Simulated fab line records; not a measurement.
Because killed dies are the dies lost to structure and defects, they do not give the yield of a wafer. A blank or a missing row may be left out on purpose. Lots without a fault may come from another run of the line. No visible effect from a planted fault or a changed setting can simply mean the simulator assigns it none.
Problem report in the 8D (eight disciplines) form, filled by code | flow n5Finfet | the parts of the form that need people (team, actions taken, sign-off) are left out

1. THE ISSUE
At N5_MOL_CONTACT_COAG_ETCH_91, rfFwdPowerW averages 1036.3 W over 6 wafers from 2 lots, while fault-free wafers read 834.1 W, standard deviation 2.7. Measured from the usual mean, that is +75 standard deviations.
The step: etches SOC in N2/H2, target depth 60 nm, overetch 21 nm, time 101.2 s.
Earliest sighting: wafer L840.2 on rieDiel-03 at day 9 03:34. Wafers with a number at this step in the record: 18, from 6 lots. Rule for "out", or "out of limits": more than 4 standard deviations from the usual mean. All remaining wafers that have a number are taken as sound.

2. WHAT IT IS AND WHAT IT IS NOT
question                    | is                     | is not
which readings at this step | rfFwdPowerW, rfVppV    | chamberPressureMTorr, drypumpMotorCurrentA, h2FlowSccm, oesProductAu, showerheadPlenumPTorr
which lots                  | L840, L845             | L828, L830, L848, L849
which wafers of those lots  | all that have a number | -
read on which tools         | rieDiel-03             | rieDiel-04, rieDiel-05
when                        | from day 9 03:34       | up to then (6 sound wafers); but 6 sound wafers of L848, L849 came after

3. THE SUSPECTS, EACH WITH WHAT RULES IT OUT
Counting: any tool at a process step up to the reading is kept as a suspect provided that every lot that is out went through it and no sound lot did after the first of them.
- rieDiel-05 at N5_MOL_CONTACT_COAG_DESCUM_88 (chemistry O2, time 7 s): kept. It ran every lot that is out, first L840 (day 9 03:13), and no sound lot after that.
- rieDiel-05 at N5_MOL_CONTACT_COAG_ETCH_89 (etches underlayer in N2/H2, target depth 13 nm, time 10.4 s): kept. It ran every lot that is out, first L840 (day 9 03:15), and no sound lot after that.
- rieDiel-05 at N5_MOL_CONTACT_COAG_ETCH_90 (etches SiARC in CF4, target depth 13 nm, time 21.7 s): kept. It ran every lot that is out, first L840 (day 9 03:16), and no sound lot after that.
- rieDiel-03 at N5_MOL_CONTACT_COAG_ETCHBACK_132 (etches SiO2 in CHF3, target depth 10 nm, time 6.7 s): kept. All lots that are out passed through it, beginning with L840 at day 9 03:32, and no sound lot followed; its final sound lot before that point was L828 at day 5 20:17.
- rieDiel-03 at N5_MOL_CONTACT_COAG_ETCH_91 (etches SOC in N2/H2, target depth 60 nm, overetch 21 nm, time 101.2 s): kept. All lots that are out passed through it, beginning with L840 at day 9 03:34, and no sound lot followed; its final sound lot before that point was L828 at day 5 20:20. On those wafers its own readings are out: rfFwdPowerW, rfVppV.
Left after counting: rieDiel-05 at N5_MOL_CONTACT_COAG_DESCUM_88, rieDiel-05 at N5_MOL_CONTACT_COAG_ETCH_89, rieDiel-05 at N5_MOL_CONTACT_COAG_ETCH_90, rieDiel-03 at N5_MOL_CONTACT_COAG_ETCHBACK_132, rieDiel-03 at N5_MOL_CONTACT_COAG_ETCH_91.

4. THE CAUSE (what the simulator had put in)
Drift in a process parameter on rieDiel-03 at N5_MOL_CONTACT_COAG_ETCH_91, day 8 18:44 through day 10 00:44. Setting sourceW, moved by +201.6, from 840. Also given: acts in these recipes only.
Counting left 5 suspects, and this tool is among them.

5. THE EFFECT CHAIN, in route order
Each row: a reading whose mean over the struck wafers that have a number lies more than 3 standard deviations from the usual. Only readings for which the record gives a usual standard deviation are gone through. hours: the time from each lot's start at the first step in this table that gives one to its start at this step, as a median over the lots. sigmas: the change in usual standard deviations.
hours | step                        | reading     | usual   | on struck wafers | change | sigmas
0     | N5_MOL_CONTACT_COAG_ETCH_91 | rfFwdPowerW | 834.1 W | 1036.3           | +202.2 | +75
0     | N5_MOL_CONTACT_COAG_ETCH_91 | rfVppV      | 523.6 V | 487.8            | -35.9  | -16
It contains these process steps:
- N5_MOL_CONTACT_COAG_ETCH_91: etches SOC in N2/H2, target depth 60 nm, overetch 21 nm, time 101.2 s.

6. HOW IT WOULD HAVE BEEN CAUGHT EARLIER
In this record the first reading out of limits was taken at day 9 03:34, 9 hours after the fault began at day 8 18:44.
